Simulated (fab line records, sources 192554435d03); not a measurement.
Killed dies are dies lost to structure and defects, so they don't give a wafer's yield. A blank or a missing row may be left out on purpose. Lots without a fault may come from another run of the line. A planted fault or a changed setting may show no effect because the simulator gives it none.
A struck lot beside a sound one | flow n5_finfet | 16 steps out of a route of 1938
Sound: wafers L526.2, L526.3, L526.6. Struck: wafers L533.2, L533.5. (L533.3 of the same lot was not struck and is left out.) The cause comes at the end.
At each step with rows: each side's tool, then ch and its chambers, then its first start. Under that, the readings that differ: sound wafers | struck wafers | difference of the means | sigmas: that difference in standard deviations of wafers without a fault.
alike: readings whose means differ by less than 2 such deviations, and words and numbers that are the same on both sides. not compared: withheld readings, readings that some wafer has no value for, bounds like >300 that may hide the same value, and numbers for which the record gives no deviation and whose values overlap.
The two part at a step that has a row with sigmas, a row that says differs or no value, or rows on one side only. Numbers that don't overlap but have no deviation are shown without sigmas and don't part them. A reading that every wafer of one side lacks parts them only if that side has two wafers or more.

first, 5 steps without rows for these wafers: N5_BEOL_M0_SAQP_EBR_10; N5_BEOL_M0_SAQP_SOFTBAKE_09 (time 60 s); N5_BEOL_M0_SAQP_EXPOSE_11 (exposes mask M0 CORE, target cd 42 nm); N5_BEOL_M0_SAQP_PEB_12 (peb time 60 s); N5_BEOL_M0_SAQP_DEVELOP_13 (develop time 30 s).
N5_BEOL_M0_SAQP_CD_MEAS_14: target cd 42.5 nm.
  sound on cd_sem-01 ch 0, day 5 21:03; struck on cd_sem-01 ch 0, day 7 12:49
  alike: cd_nm
N5_BEOL_M0_SAQP_OVL_MEAS_15:
  sound on overlay-01 ch 0, day 5 21:05; struck on overlay-02 ch 0, day 7 12:50
  alike: M0_CORE_OVL
N5_BEOL_M0_SAQP_INSPECT_16: inspects for defects (brightfield).
  sound on defect_inspect-02, day 5 21:06; struck on defect_inspect-02, day 7 12:52
  alike: raw_defect_count
N5_BEOL_M0_SAQP_DESCUM_19: chemistry O2, time 7.9 s.
  sound on rie_diel-04 ch 0,3, day 5 21:08; struck on rie_diel-04 ch 0,3, day 7 12:58
  alike: drypump_motor_current_A, oes_product_au, rf_vpp_V, showerhead_plenum_p_Torr, throttle_valve_pct
  not compared: rf_hours_counter_h
N5_BEOL_M0_SAQP_ETCH_83: etches SiARC in CF4, target depth 39 nm, time 65 s.
  sound on rie_diel-04 ch 0,3, day 5 21:10; struck on rie_diel-04 ch 0,3, day 7 13:00
  alike: cf4_flow_sccm, drypump_motor_current_A, etch_rf_on_time_s, oes_product_au, rf_vpp_V, showerhead_plenum_p_Torr, throttle_valve_pct
  not compared: rf_hours_counter_h
N5_BEOL_M0_SAQP_ETCH_84: etches SOC in N2/H2, target depth 100 nm, overetch 20 nm, time 150 s.
  sound on rie_diel-04 ch 0,3, day 5 21:13; struck on rie_diel-04 ch 0,3, day 7 13:03
  alike: drypump_motor_current_A, oes_product_au, rf_vpp_V, showerhead_plenum_p_Torr, throttle_valve_pct
  not compared: rf_hours_counter_h
then, 1 step without rows for these wafers: N5_BEOL_M0_SAQP_STRIP_80 (strips in N2/H2).
N5_BEOL_M0_SAQP_HM_OPEN_112: chemistry CHF3/O2, target SiO2, stops on a-Si, target depth 12 nm, time 13.5 s.
  sound on rie_diel-04 ch 0,3, day 5 21:20; struck on rie_diel-04 ch 0,3, day 7 13:10
  reading                                         | sound     | struck    | difference | sigmas
  model.SiARC_of_BEOL_M0_SAQP_COAT_82.thk_nm (nm) | 4.8 4.6 5 | 14.6 14.6 | +9.8       |
  alike: CHF3_flow_sccm, drypump_motor_current_A, oes_product_au, rf_vpp_V, showerhead_plenum_p_Torr, throttle_valve_pct
  not compared: rf_hours_counter_h
then, 1 step without rows for these wafers: N5_BEOL_M0_SAQP_STRIP_113 (strips in CHF3/O2).
-- the record jumps here: 4 days lie between the struck wafers' starts before and after (it left off in module BEOL_M0_SAQP and takes up again in module BEOL_M4, whose first step shown is number 1111 of the route) --
N5_BEOL_M4_RC_MEAS_101:
  sound on prober-01 ch 0, day 10 11:33; struck on prober-01 ch 0, day 11 14:52
  alike: DIBL_N, DIBL_P, IOFF_N, IOFF_P, ION_N, ION_P, SS_N, SS_P, VT_N, VT_P
N5_PASSIVATION_PROBE_49:
  the record has rows for the sound wafers here (prober-01, day 15 20:45) and none for the struck ones

WHERE THEY PART
Only at N5_PASSIVATION_PROBE_49, within this record.

WHY: what the simulator had put in
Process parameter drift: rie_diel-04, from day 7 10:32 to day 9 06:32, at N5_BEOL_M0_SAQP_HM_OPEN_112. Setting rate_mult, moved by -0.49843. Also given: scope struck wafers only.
